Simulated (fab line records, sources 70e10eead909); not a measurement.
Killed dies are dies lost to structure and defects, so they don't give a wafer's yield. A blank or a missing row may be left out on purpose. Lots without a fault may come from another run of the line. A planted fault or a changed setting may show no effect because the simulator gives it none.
One fault seen from 3 desks | flow nand_harc | each desk has only its own numbers; what lay behind them comes last

THE DEFECT DESK
What the inspections along the route counted, lot by lot: means of the sampled wafers that have a number. A lot is out of limits, marked OUT, if its mean lies more than 4 standard deviations from the usual mean; the brackets give that distance.
Columns: A = raw_defect_count at NHARC_A_CONTACT_INSPECT_23, usual 447; B = raw_defect_count at NHARC_A_BLC_INSPECT_12, usual 32
lot  | first seen here | A   | B
L128 | day 17 04:39    | 687 | 18
L130 | day 17 19:00    | 627 | 40
L135 | day 19 09:34    | 604 | 42
L137 | day 19 14:36    | 409 | 39
L140 | day 20 00:00    | 239 | 17
L147 | day 21 23:47    | 338 | 13
L146 | day 22 12:10    | 379 | 39
This desk's finding: nothing out of limits on any of the 7 lots.

THE METROLOGY DESK
What the gauges read, lot by lot, whatever tool the lot ran on: means of the sampled wafers that have a number. A lot is out of limits, marked OUT, if its mean lies more than 4 standard deviations from the usual mean; the brackets give that distance.
Columns: A = cd_nm at NHARC_A_BLC_CD_MEAS_10, usual 100.2 nm; B = overlay_x_nm at NHARC_A_BLC_OVL_MEAS_11, usual 0.2 nm; C = overlay_y_nm at NHARC_A_BLC_OVL_MEAS_11, usual 0.0 nm; D = cd_nm at NHARC_A_BLC_CD_MEAS_19, usual 100.6 nm
lot  | first seen here | A                | B    | C    | D
L128 | day 17 05:10    | 100.3            | -0.2 | -0.2 | 102.2
L130 | day 17 19:30    | 100.0            | -0.3 | 0.6  | 99.3
L135 | day 19 09:57    | 103.4 (+7.3) OUT | 0.3  | -0.5 | 103.0
L137 | day 19 15:07    | 105.4 (+12) OUT  | -0.6 | -0.8 | 104.6
L140 | day 20 00:23    | 103.5 (+7.5) OUT | -0.3 | 0.6  | 104.6
L147 | day 22 00:19    | 99.8             | 2.0  | -0.8 | 101.0
L146 | day 22 12:40    | 100.7            | 0.6  | 1.8  | 101.2
This desk's finding: out of limits on L135, L137, L140; first on L135, day 19 09:57 (cd_nm at NHARC_A_BLC_CD_MEAS_10). In limits: L128, L130, L147, L146.

THE TOOL OWNER'S DESK: litho_track-04
The tool's own readings at NHARC_A_BLC_PEB_08 (peb time 65 s): means of the sampled wafers that have a number, for each lot that ran on this tool. A lot is out of limits, marked OUT, if its mean lies more than 4 standard deviations from the usual mean; the brackets give that distance.
Columns: A = heater_power_total_W at NHARC_A_BLC_PEB_08, usual 156.6 W; B = plate_temp_C at NHARC_A_BLC_PEB_08, usual 99.99 C
lot  | first seen here | A     | B
L130 | day 17 19:26    | 156.6 | 99.99
L135 | day 19 09:52    | 156.8 | 99.85
L137 | day 19 15:02    | 156.7 | 99.99
L140 | day 20 00:18    | 156.7 | 99.89
This desk's finding: nothing out of limits on any of the 4 lots.

PUT TOGETHER
The metrology desk could have raised an alarm at day 19 09:57, on L135, L137, L140.
The defect desk saw nothing out of limits.
The tool owner's desk saw nothing out of limits.
The defect desk has L135, L137, L140 on record, within its limits.
The tool owner's desk has L135, L137, L140 on record, within its limits.
Of the lots named, all ran NHARC_A_BLC_PEB_08 on litho_track-04.

WHAT THE SIMULATOR HAD PUT IN
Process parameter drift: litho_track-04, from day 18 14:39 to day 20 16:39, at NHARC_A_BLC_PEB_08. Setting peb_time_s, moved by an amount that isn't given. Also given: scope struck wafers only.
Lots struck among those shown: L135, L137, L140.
Hours from the fault's start to each desk's first reading out of limits: the metrology desk, 19.
